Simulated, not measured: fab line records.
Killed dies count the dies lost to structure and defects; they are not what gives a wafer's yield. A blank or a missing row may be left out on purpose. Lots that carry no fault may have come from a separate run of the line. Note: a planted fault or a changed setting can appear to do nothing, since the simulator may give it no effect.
Split-lot experiment | flow n5-finfet | 21 wafers read from 7 lots, route of 1938 steps

ABOUT THE SPLIT
At N5_BEOL_M8_COAT_59 (time 60 s, resist thk 100 nm), the setting spin-rpm was moved away from the recipe's 1500 rpm on 7 of the 21 wafers read, by -8.7% to +10.9%. All remaining wafers had this setting at the recipe value.

FROM THE SPLIT TO THE READING: what the file shows between them, 7 steps
- N5_BEOL_M8_COAT_60: time 60 s, resist thk 35 nm
- N5_BEOL_M8_COAT_05: resist thk 90 nm
- N5_BEOL_M8_DESCUM_16: chemistry O2, time 7.9 s
- N5_BEOL_M8_ETCH_61: etches SiARC in CF4, target depth 45.5 nm, time 75.8 s
- N5_BEOL_M8_ETCH_62: etches SOC in N2/H2, target depth 110 nm, overetch 22 nm, time 165 s
- N5_BEOL_M8_STRIP_68: strips in N2/H2
- N5_BEOL_M8_STRIP_67: strips in CF4

THE READING
SOC_of_BEOL_M8_COAT_59.thk-nm (the simulator's own value, which no gauge read), in nm, at N5_BEOL_M8_HM_OPEN_17 (chemistry Cl2/BCl3, target TiN, target depth 20 nm, overetch 6 nm). The file gives no usual value for it. Average 92.1 nm, standard deviation 0.25 nm, over the 14 wafers here run with the recipe.

wafer  | tool, chamber at the split | spin-rpm as run, rpm | against the recipe | SOC_of_BEOL_M8_COAT_59.thk-nm, nm | against lot-mates on the recipe
L077.1 | litho-track-01, 0          | 1500                 | recipe             | 92.2                              | -
L077.3 | litho-track-01, 0          | 1500                 | recipe             | 92.4                              | -
L077.5 | litho-track-01, 0          | 1369                 | -8.7%              | 97                                | +4.7
L074.1 | litho-track-01, 0          | 1377                 | -8.2%              | 95.8                              | +4.2
L074.4 | litho-track-01, 0          | 1500                 | recipe             | 91.4                              | -
L074.6 | litho-track-01, 0          | 1500                 | recipe             | 91.8                              | -
L079.1 | litho-track-03, 0          | 1500                 | recipe             | 92                                | -
L079.4 | litho-track-03, 0          | 1500                 | recipe             | 92                                | -
L079.3 | litho-track-03, 0          | 1664                 | +10.9%             | 86.6                              | -5.4
L081.1 | litho-track-05, 0          | 1500                 | recipe             | 92.2                              | -
L081.3 | litho-track-05, 0          | 1500                 | recipe             | 92.2                              | -
L081.6 | litho-track-05, 0          | 1500                 | recipe             | 92                                | -
L087.1 | litho-track-01, 0          | 1500                 | recipe             | 92                                | -
L087.2 | litho-track-01, 0          | 1406                 | -6.3%              | 95.6                              | +3.6
L087.3 | litho-track-01, 0          | 1406                 | -6.3%              | 95.2                              | +3.2
L088.2 | litho-track-03, 0          | 1500                 | recipe             | 92.2                              | -
L088.6 | litho-track-03, 0          | 1500                 | recipe             | 92.2                              | -
L088.3 | litho-track-03, 0          | 1500                 | recipe             | 92.4                              | -
L092.1 | litho-track-03, 0          | 1500                 | recipe             | 92                                | -
L092.5 | litho-track-03, 0          | 1624                 | +8.3%              | 88.4                              | -3.6
L092.6 | litho-track-03, 0          | 1624                 | +8.3%              | 87.8                              | -4.2

FIT RESULTS
A straight line over all 21 wafers: SOC_of_BEOL_M8_COAT_59.thk-nm changes by -0.503 nm for each +1% of spin-rpm; r = -0.99; the points scatter about the line by 0.29 nm.
The same after taking each lot's own level away (the mean of its wafers on the recipe; 21 wafers): -0.505 nm for each +1%; r = -1.00; scatter 0.19 nm.
Per that fit: largest spin-rpm move, reading shift of 5.5 nm.
Measured against the standard deviation above, the lots' own levels, which go from 91.60 to 92.30 nm, span 2.8 times it.
The two slopes are in agreement: the lot-to-lot level therefore moves the slope only a little.
Check: for one of the wafers moved furthest among these (+10.9%), held out of the fit, the line's prediction against its lot-mates is -5.47 nm. Against them it came out at -5.4 nm.

THESE WAFERS: OTHER SPLITS
Other splits were also applied to these wafers ahead of the reading. Each is held against what the fit with the lots' levels taken away leaves over:
other split on the same wafers | wafers away from the commonest value | r with SOC_of_BEOL_M8_COAT_59.thk-nm (lot level and that fit taken away)
N5_BEOL_M8_ILD_DEP_00 time-s   | 5                                    | -0.18

THE WHOLE CHAIN: every reading that the file lists as answering this split, in the file's order
step                  | what it does                                                         | reading                                                                        | change (the file's fit)               | r (the file's)
N5_BEOL_M8_COAT_59    | time 60 s, resist thk 100 nm                                         | SOC_of_BEOL_M8_COAT_59.thk-nm (the simulator's own value, which no gauge read) | -0.516 nm for each +1% of the setting | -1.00
N5_BEOL_M8_ETCH_62    | etches SOC in N2/H2, target depth 110 nm, overetch 22 nm, time 165 s | etch.depth-nm (the simulator's own value, which no gauge read)                 | -0.511 nm for each +1% of the setting | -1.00
N5_BEOL_M8_HM_OPEN_17 | chemistry Cl2/BCl3, target TiN, target depth 20 nm, overetch 6 nm    | SOC_of_BEOL_M8_COAT_59.thk-nm (the simulator's own value, which no gauge read) | -0.507 nm for each +1% of the setting | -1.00

THE FILE'S OWN FIT
SOC_of_BEOL_M8_COAT_59.thk-nm changes by -0.507 nm for each +1% of spin-rpm, r = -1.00.
